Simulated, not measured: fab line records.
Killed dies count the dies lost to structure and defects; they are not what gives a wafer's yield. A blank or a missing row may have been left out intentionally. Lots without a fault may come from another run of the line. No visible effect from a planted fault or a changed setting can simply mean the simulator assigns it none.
A struck lot beside a sound one | flow n5-finfet | 39 out of 1938 route steps
Sound: these wafers, L687.1, L687.2, L687.5. The struck wafers were L690.1, L690.3, L690.5. The cause comes at the end.
Order at every step that has rows: each side's tool, ch and its chambers, its first start. Under that, the readings that differ: sound wafers | struck wafers | difference of the means | sigmas: that difference in standard deviations of wafers without a fault.
alike: same words and numbers on both sides, and readings whose means sit less than 2 such deviations apart. not compared: any withheld reading, any reading some wafer has no value for, any bound like >300 that may hide the same value, and any number with overlapping values for which the record gives no deviation.
Wherever a step has rows on one side only, a row that says differs or no value, or a row with sigmas, the two part there. When numbers do not overlap yet have no deviation, they are printed without sigmas and do not part them. Lack of a reading on every wafer of one side parts them only where that side has two or more wafers.

first, 11 steps without rows for these wafers: N5_BEOL_M0_SAQP_ETCH_102 (etches SiO2 in CF4, target depth 4 nm, time 4.4 s); N5_BEOL_M0_SAQP_MANDREL_ETCH_103 (etches a-Si in HBr/Cl2, stops on SiCN, target depth 45 nm, bt time 10 s, time 27 s); N5_BEOL_M0_SAQP_RECESS_104 (chemistry HF/NH3, target SiO2, target depth 18 nm, afs cycles 3, sublimation time 60 s); N5_BEOL_M0_SAQP_COAT_105 (time 60 s, resist thk 100 nm); N5_BEOL_M0_SAQP_ETCH_106 (etches SOC in N2/H2, stops on SiNx, target depth 150 nm); N5_BEOL_M0_SAQP_ETCH_107 (etches SiNx in CH3F/O2, target depth 30 nm); N5_BEOL_M0_SAQP_STRIP_108 (strips in N2/H2); N5_BEOL_M0_SAQP_RECESS_109 (chemistry HF/NH3, target SiO2, target depth 3 nm, afs cycles 1, sublimation time 60 s); N5_BEOL_M0_SAQP_SPACER2_ALD_26 (deposits SiO2, target thk 15 nm, pulse time 1 s, purge time 2 s); N5_BEOL_M0_SAQP_SPACER2_ETCHBACK_27 (etches SiO2 in CHF3/O2, target depth 22.5 nm, time 11.25 s); N5_BEOL_M0_SAQP_MANDREL2_REMOVE_110 (chemistry HBr/Cl2/O2, target a-Si, stops on SiCN, bt time 10 s).
N5_BEOL_M0_SAQP_COAT_69: time 60 s, resist thk 90 nm.
  sound on litho-track-05 ch 0, day 7 16:52; struck on litho-track-05 ch 0, day 8 11:43
  reading                                       | sound                | struck               | difference | sigmas
  spin-speed-rpm (rpm)                          | 1499.4 1498.8 1501.0 | 1463.0 1464.0 1464.2 | -36.0      | -40
  model.SOC_of_BEOL_M0_SAQP_COAT_69.thk-nm (nm) | 89.8 90 90           | 91.2 91 91.2         | +1.2       |
  alike: plate-temp-C
then, 15 steps without rows for these wafers: N5_BEOL_M0_SAQP_COAT_72 (time 60 s, resist thk 15 nm); N5_BEOL_M0_SAQP_COAT_87 (time 60 s, resist thk 5 nm); N5_BEOL_M0_SAQP_COAT_34 (resist thk 30 nm); N5_BEOL_M0_SAQP_EBR_36; N5_BEOL_M0_SAQP_SOFTBAKE_35 (time 60 s); N5_BEOL_M0_SAQP_EXPOSE_37 (exposes mask M0 CUT1, target cd 30 nm); N5_BEOL_M0_SAQP_PEB_38 (peb time 60 s); N5_BEOL_M0_SAQP_DEVELOP_39 (develop time 30 s); N5_BEOL_M0_SAQP_DESCUM_45 (chemistry O2, time 7 s); N5_BEOL_M0_SAQP_ETCH_88 (etches underlayer in N2/H2, target depth 6.5 nm, time 5.2 s); N5_BEOL_M0_SAQP_ETCH_73 (etches SiARC in CF4, target depth 19.5 nm, time 32.5 s); N5_BEOL_M0_SAQP_CUT_ETCH_46 (etches SOC in N2/H2, target depth 135 nm, overetch 27 nm, time 202.5 s); N5_BEOL_M0_SAQP_STRIP_74 (strips in N2/H2); N5_BEOL_M0_SAQP_STRIP_89 (strips in N2/H2); N5_BEOL_M0_SAQP_ALD_48 (deposits SiO2, target thk 20 nm, pulse time 1 s, co reactant pulse time 1 s).
N5_BEOL_M0_SAQP_ETCH_49: etches SiO2 in CF4/O2, target depth 37 nm.
  sound on rie-diel-05 ch 0,2,3, day 7 18:22; struck on rie-diel-05 ch 1,2, day 8 13:27
  reading                                       | sound        | struck       | difference | sigmas
  model.SOC_of_BEOL_M0_SAQP_COAT_69.thk-nm (nm) | 71 70.6 70.8 | 71.6 71.8 72 | +1.0       |
  alike: drypump-motor-current-A, oes-product-au, rf-fwd-power-W, rf-vpp-V, showerhead-plenum-p-Torr, throttle-valve-pct
  not compared: rf-hours-counter-h
then, 8 steps without rows for these wafers: N5_BEOL_M0_SAQP_STRIP_75 (strips in CF4); N5_BEOL_M0_CUTY_COAT_50 (time 60 s, resist thk 15 nm); N5_BEOL_M0_CUTY_COAT_51 (resist thk 150 nm); N5_BEOL_M0_CUTY_EBR_52; N5_BEOL_M0_CUTY_SOFTBAKE_53 (time 60 s); N5_BEOL_M0_CUTY_EXPOSE_54 (exposes mask M0 ABLK); N5_BEOL_M0_CUTY_PEB_55 (peb time 60 s); N5_BEOL_M0_CUTY_DEVELOP_56 (develop time 30 s).
N5_BEOL_M0_CUTY_ETCH_63: etches SOC in N2/H2, target depth 82.7 nm, overetch 16.5 nm, time 124 s.
  sound on rie-diel-06 ch 1,3, day 7 19:02; struck on rie-diel-03 ch 1,2,3, day 8 14:07
  reading                  | sound            | struck            | difference | sigmas
  model.etch.depth-nm (nm) | 70.91 70.61 70.8 | 71.61 71.74 72.03 | +1.02      |
  alike: drypump-motor-current-A, oes-product-au, rf-fwd-power-W, rf-vpp-V, showerhead-plenum-p-Torr, throttle-valve-pct
  not compared: rf-hours-counter-h
-- here the record skips 2 days between the struck wafers' starts before and after, leaving off in module BEOL_M0_CUTY and picking up in module BEOL_M4 (first step shown: number 1111 of the route) --
N5_BEOL_M4_RC_MEAS_101:
  sound on prober-01 ch 0, day 9 17:50; struck on prober-02 ch 0, day 10 17:20
  alike: DIBL_N, DIBL_P, IOFF_N, IOFF_P, ION_N, ION_P, SS_N, SS_P, VT_N, VT_P
-- record jumps: 5 days separate the struck wafers' starts on either side; left off in module BEOL_M4, taken up again in module PASSIVATION, whose first shown step is the route's number 1936 --
N5_PASSIVATION_PROBE_49:
  the record has rows for the struck wafers here (prober-01, day 15 11:30) and none for the sound ones

== WHERE THEY PART ==
Earliest at N5_BEOL_M0_SAQP_COAT_69; latest, in this record, at N5_PASSIVATION_PROBE_49.

WHY: what the simulator had put in
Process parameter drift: litho-track-05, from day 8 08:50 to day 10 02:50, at N5_BEOL_M0_SAQP_COAT_69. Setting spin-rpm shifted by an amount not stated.
